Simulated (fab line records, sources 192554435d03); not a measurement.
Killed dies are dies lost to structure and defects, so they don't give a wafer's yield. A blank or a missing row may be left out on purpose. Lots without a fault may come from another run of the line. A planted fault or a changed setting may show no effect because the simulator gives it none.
fab line records | flow n5_finfet | part 2 of 2: steps 5 to 6 of 6
record lots=23 wafers=69 last_day=18
route steps=1938 shown HKMG_FIN@386 GATE_CUT@465
lots that met no fault: from a run of the same line without faults
start_h: hours from the record's first day to the start of the lot's first wafer shown | wait_h: hours since the lot's step before | " the same as in the row above | L1.1+2: a row that stands for several wafers | - no value, or no start given | * or withheld: withheld | < > ~ a bound
route shown NAME@n: a module of which the file shows steps, and the number in the route of the first | usual: mean/standard deviation of fault-free wafers | same: alike in all rows | chamber/n: place in a boat | sites: the reading at each site | _std_site: their standard deviation | _edge_site: outer sites' mean less inner sites' | radius_mm: how far each site lies from the wafer's centre | mask NAME#n: copy n | behind: the tool/chamber that last shaped the wafer | hold: why the lot was held/for how many hours/how that ended | device: the transistor (n, p or np) that didn't switch | end of line: the same wafers' tests at the end of the route | a step without rows: its recipe alone | killed: dies lost to structure and defects at the first sort, not the wafer's yield | map: a wafer's dies, x killed, . not, _ none there
set.NAME: the setting as run; set.NAME@STEP: as run at that earlier step | model.NAME: the simulator's own value behind a step, which no gauge read
steps of the route over a sample of lots; a table a step, a row a wafer
services: from which hour (start_h, from the record's first day; less than 0 if before it) a tool's chamber was out of use, for how many hours, and why
## steps
# step N5_HKMG_FIN_CMP_23
# recipe stop_on=SiNx t_overpolish_s=10 post_cmp_clean=rinse_only down_force_psi=4 platen_rpm=50.289 pad_velocity_m_s=1.0006 target_thk_nm=46.326
# usual motor_current_A=11.9/0.97 overpolish_run_s=10.001/0.0091 retaining_ring_pressure_frac=1.000/0.0049 time_to_endpoint_s=11.9/2.1
# same t_overpolish_s=10
# columns lot.wafer tool chamber start_h wait_h motor_current_A overpolish_run_s retaining_ring_pressure_frac time_to_endpoint_s
L074.2 cmp-01 0 80.40 0.1 13.6 10.009 1.010 11.1
L074.3 " 3 " " 13.4 10.006 1.002 11.1
L074.6 " 1 " " 10.6 10.000 0.999 14.1
L075.1 cmp-01 2 83.11 0.0 12.2 9.997 0.997 9.0
L075.3 " 3 " " 13.7 10.006 0.997 10.3
L075.5 " 2 " " 12.2 10.001 1.000 7.8
L076.2 cmp-04 3 92.68 0.3 12.4 9.994 0.998 12.3
L076.5 " 0 " " 11.6 9.996 1.002 15.8
L076.6 " 1 " " 11.4 9.992 0.998 14.2
L077.2 cmp-02 1 95.20 0.2 9.8 9.996 1.000 10.6
L077.3 " 2 " " 11.9 10.007 1.002 9.1
L077.6 " 0 " " 12.3 9.992 1.002 11.5
L079.1 cmp-01 3 108.86 0.1 13.1 10.005 1.003 11.4
L079.2 " 1 " " 10.5 10.005 0.995 15.3
L079.5 " 2 " " 13.0 10.006 1.000 8.6
L080.4 cmp-04 2 117.03 0.0 13.0 10.016 1.004 14.6
L080.1 " 3 " " 12.8 9.994 0.994 11.9
L080.5 " 3 " " 12.2 10.000 0.996 11.6
L081.3 cmp-01 0 127.67 0.0 13.4 9.994 0.999 11.5
L081.4 " 2 " " 12.3 9.999 0.998 9.8
L081.6 " 1 " " 10.8 10.016 0.999 16.1
L082.4 cmp-02 1 127.82 0.0 10.5 9.999 0.992 12.3
L082.1 " 2 " " 11.1 9.990 0.990 9.9
L082.2 " 0 " " 11.4 9.993 0.998 9.2
L083.1 cmp-02 3 134.50 0.0 12.0 9.999 0.998 13.3
L083.3 " 1 " " 10.6 10.001 0.994 12.2
L083.5 " 0 " " 12.4 10.005 1.012 12.2
L084.3 cmp-04 0 136.42 0.0 10.8 10.014 0.999 11.0
L084.4 " 2 " " 13.3 10.006 1.005 12.5
L084.6 " 1 " " 11.8 9.994 1.003 12.0
L085.3 cmp-01 3 143.17 0.0 13.0 10.001 1.005 9.1
L085.6 " 3 " " 12.8 9.993 1.007 13.0
L085.5 " 0 " " 12.4 9.981 1.002 11.2
L086.1 cmp-02 3 150.82 0.1 12.5 9.994 1.002 14.8
L086.4 " 0 " " 11.9 10.004 0.990 12.3
L086.3 " 1 " " 10.2 9.997 1.002 11.5
L087.3 cmp-01 0 156.45 0.0 13.0 10.005 0.996 10.7
L087.4 " 3 " " 13.2 9.984 1.003 11.8
L087.5 " 0 " " 13.3 10.007 0.993 9.6
L088.1 cmp-02 0 161.76 0.1 11.7 9.994 0.994 11.3
L088.4 " 1 " " 10.7 9.992 1.002 12.2
L088.3 " 2 " " 10.8 9.993 1.002 11.4
L089.2 cmp-04 0 171.21 0.1 11.6 10.000 1.005 12.5
L089.4 " 2 " " 12.4 10.003 1.002 12.8
L089.5 " 0 " " 11.3 9.996 0.997 14.8
L090.1 cmp-02 1 176.28 0.0 10.3 10.003 1.009 13.3
L090.3 " 0 " " 12.1 10.008 1.000 12.5
L090.5 " 1 " " 10.7 10.022 1.003 15.0
L091.3 cmp-04 1 182.07 0.0 11.3 9.987 1.005 11.2
L091.6 " 1 " " 11.4 9.990 1.008 11.6
L091.5 " 2 " " 12.9 9.985 1.004 13.9
L093.4 cmp-04 1 194.06 0.1 11.8 9.989 1.001 13.3
L093.2 " 3 " " 12.2 9.998 0.997 11.9
L093.6 " 0 " " 11.0 10.009 1.000 15.4
L092.1 cmp-02 2 200.62 0.0 11.1 9.994 0.995 10.8
L092.3 " 3 " " 12.1 9.987 1.008 13.2
L092.2 " 0 " " 12.2 9.990 0.997 14.3
L094.3 cmp-02 1 203.86 0.2 10.4 9.995 0.996 13.8
L094.6 " 3 " " 12.2 10.012 0.998 10.9
L094.5 " 0 " " 11.6 9.992 1.005 13.9
L095.1 cmp-01 2 208.75 0.2 12.6 10.006 1.002 8.2
L095.3 " 3 " " 13.2 9.997 0.991 11.9
L095.6 " 0 " " 13.1 9.992 0.997 10.4
L096.4 cmp-02 0 211.75 0.0 12.1 10.005 1.003 8.7
L096.1 " 1 " " 10.5 9.998 1.006 10.0
L096.5 " 1 " " 10.1 10.000 0.994 10.8
L097.1 cmp-01 3 219.02 0.0 12.6 9.981 1.010 9.8
L097.3 " 2 " " 12.6 10.010 0.995 10.3
L097.6 " 3 " " 13.1 10.001 1.008 7.4
# step N5_GATE_CUT_ETCHBACK_00
# recipe chemistry=SF6/Cl2 target=W pressure_mtorr=8 icp_w=900 bias_w=80 SF6_flow_sccm=40 Cl2_flow_sccm=60
# usual drypump_motor_current_A=6.06/0.22 oes_product_au=0.73/0.12 rf_fwd_power_W=895.6/2.7 throttle_valve_pct=27.55/0.25
# columns lot.wafer tool chamber start_h wait_h drypump_motor_current_A oes_product_au rf_fwd_power_W rf_hours_counter_h throttle_valve_pct
L074.2 rie_metal-01 0 81.15 0.0 6.30 0.81 891.0 25 27.19
L074.3 " 1 " " 6.19 0.60 893.8 - 27.89
L074.6 " 0 " " 6.26 0.82 893.3 - 27.20
L075.1 rie_metal-02 0 83.86 0.0 5.77 0.60 893.7 119 28.01
L075.3 " 1 " " 5.48 0.64 899.2 - 27.58
L075.5 " 0 " " 5.77 0.60 893.9 - 28.02
L076.2 rie_metal-02 0 93.19 0.0 5.81 0.60 894.8 120 28.03
L076.5 " 0 " " 5.80 0.60 898.4 - 28.03
L076.6 " 1 " " 5.44 0.64 890.1 - 27.59
L077.2 rie_metal-02 1 95.79 0.0 5.47 0.65 892.2 98 27.57
L077.3 " 1 " " 5.46 0.65 895.1 - 27.58
L077.6 " 0 " " 5.78 0.60 897.0 - 28.00
L079.1 rie_metal-01 1 109.53 0.0 6.18 0.60 895.4 137 27.88
L079.2 " 0 " " 6.27 0.80 894.1 27 27.18
L079.5 " 0 " " 6.30 0.80 892.3 - 27.21
L080.1 rie_metal-03 1 117.77 0.0 5.99 0.82 897.5 29 27.43
L080.4 " 0 " " 6.13 0.63 899.0 - 27.71
L080.5 " 1 " " 6.00 0.82 896.3 - 27.45
L081.3 rie_metal-01 0 128.46 0.1 6.28 0.81 891.1 - 27.21
L081.4 " 1 " " 6.17 0.60 895.4 - 27.89
L081.6 " 0 " " 6.27 0.79 894.4 - 27.20
L082.1 rie_metal-03 1 128.57 0.0 5.99 0.82 893.4 29 27.45
L082.2 " 0 " " 6.16 0.63 899.8 113 27.72
L082.4 " 0 " " 6.14 0.63 892.7 - 27.71
L083.1 rie_metal-03 0 135.25 0.0 6.15 0.63 895.7 114 27.74
L083.3 " 0 " " 6.13 0.62 901.3 - 27.73
L083.5 " 0 " " 6.10 0.62 900.2 - 27.71
L084.3 rie_metal-02 1 137.21 0.1 5.46 0.63 894.1 - 27.57
L084.4 " 0 " " 5.76 0.60 896.1 - 28.02
L084.6 " 0 " " 5.77 0.60 899.6 - 28.01
L085.3 rie_metal-03 1 143.96 0.1 5.96 0.82 894.4 - 27.46
L085.5 " 1 " " 5.98 0.81 895.7 - 27.43
L085.6 " 0 " " 6.13 0.63 894.4 - 27.73
L086.1 rie_metal-03 1 151.49 0.0 5.98 0.82 893.6 32 27.46
L086.3 " 0 " " 6.16 0.63 895.2 - 27.72
L086.4 " 1 " " 6.01 0.81 894.4 - 27.45
L087.3 rie_metal-01 0 157.28 0.1 6.23 0.79 896.9 - 27.20
L087.4 " 0 " " 6.22 0.80 895.6 - 27.20
L087.5 " 0 " " 6.23 0.80 897.1 - 27.19
L088.1 rie_metal-03 0 162.42 0.0 6.15 0.62 895.3 118 27.71
L088.3 " 0 " " 6.13 0.62 891.6 - 27.72
L088.4 " 1 " " 5.97 0.80 895.3 - 27.44
L089.2 rie_metal-03 1 171.88 0.0 6.02 0.79 897.4 35 27.46
L089.4 " 1 " " 6.02 0.80 893.8 - 27.45
L089.5 " 1 " " 6.01 0.80 893.2 - 27.45
L090.1 rie_metal-03 1 177.02 0.0 5.99 0.80 896.5 36 27.45
L090.3 " 0 " " 6.16 0.62 892.4 - 27.73
L090.5 " 0 " " 6.14 0.62 895.8 - 27.73
L091.3 rie_metal-01 1 182.86 0.1 6.16 0.99 896.6 - 27.47
L091.5 " 0 " " 6.26 0.79 892.1 - 27.22
L091.6 " 1 " " 6.16 1.00 896.4 - 27.45
L093.2 rie_metal-01 0 194.73 0.0 6.25 0.78 895.1 36 27.22
L093.4 " 0 " " 6.23 0.78 894.9 - 27.21
L093.6 " 1 " " 6.19 0.98 895.7 - 27.45
L092.1 rie_metal-01 0 201.36 0.0 6.26 0.79 892.1 37 27.20
L092.2 " 1 " " 6.16 0.96 899.1 2 27.45
L092.3 " 1 " " 6.17 0.95 894.0 - 27.46
L094.3 rie_metal-01 1 204.49 0.1 6.20 0.95 891.3 - 27.47
L094.5 " 0 " " 6.28 0.78 900.3 - 27.22
L094.6 " 1 " " 6.17 0.96 892.8 - 27.47
L095.1 rie_metal-01 1 209.33 0.0 6.18 0.95 895.8 3 27.46
L095.3 " 0 " " 6.26 0.78 890.4 - 27.22
L095.6 " 0 " " 6.24 0.78 893.1 - 27.22
L096.1 rie_metal-03 1 212.50 0.0 5.98 0.79 895.9 38 27.46
L096.4 " 1 " " 6.00 0.79 893.9 - 27.45
L096.5 " 1 " " 5.99 0.79 897.2 - 27.45
L097.1 rie_metal-03 1 219.76 0.0 5.99 0.79 896.9 39 27.44
L097.3 " 0 " " 6.15 0.62 902.6 - 27.73
L097.6 " 1 " " 6.00 0.79 897.2 - 27.46
## services
# columns tool chamber start_h hours kind
cmp-04 - 56.32 4.0 pm
rie_diel-05 3 61.42 - clean
rie_diel-05 3 61.42 - consumable_replace:focus_ring
rie_diel-05 3 61.42 - consumable_replace:showerhead
rie_diel-05 3 61.42 19.8 scheduled_down
rie_diel-02 3 63.35 3.5 repair
ald_hk-03 - 88.71 14.6 pm
rie_metal-03 - 91.15 14.6 pm
rie_diel-02 - 93.56 0.3 repair
ald_hk-03 - 103.31 1.2 pm
ald_hk-03 - 116.27 2.8 pm
cmp-01 - 139.82 0.6 repair
rie_metal-02 - 149.58 14.6 pm
cmp-01 - 150.76 0.7 repair
cmp-02 - 157.47 4.0 pm
cmp-04 - 160.14 5.4 pm
rie_diel-04 2 165.46 6.9 repair
rie_metal-02 - 166.89 0.1 repair
cmp-02 - 167.32 0.3 repair
cmp-01 - 174.40 0.5 repair
cmp-02 - 182.42 8.2 pm
cmp-01 - 194.96 4.0 pm
rie_diel-04 0 212.51 4.9 repair
rie_diel-04 2 214.43 1.4 repair
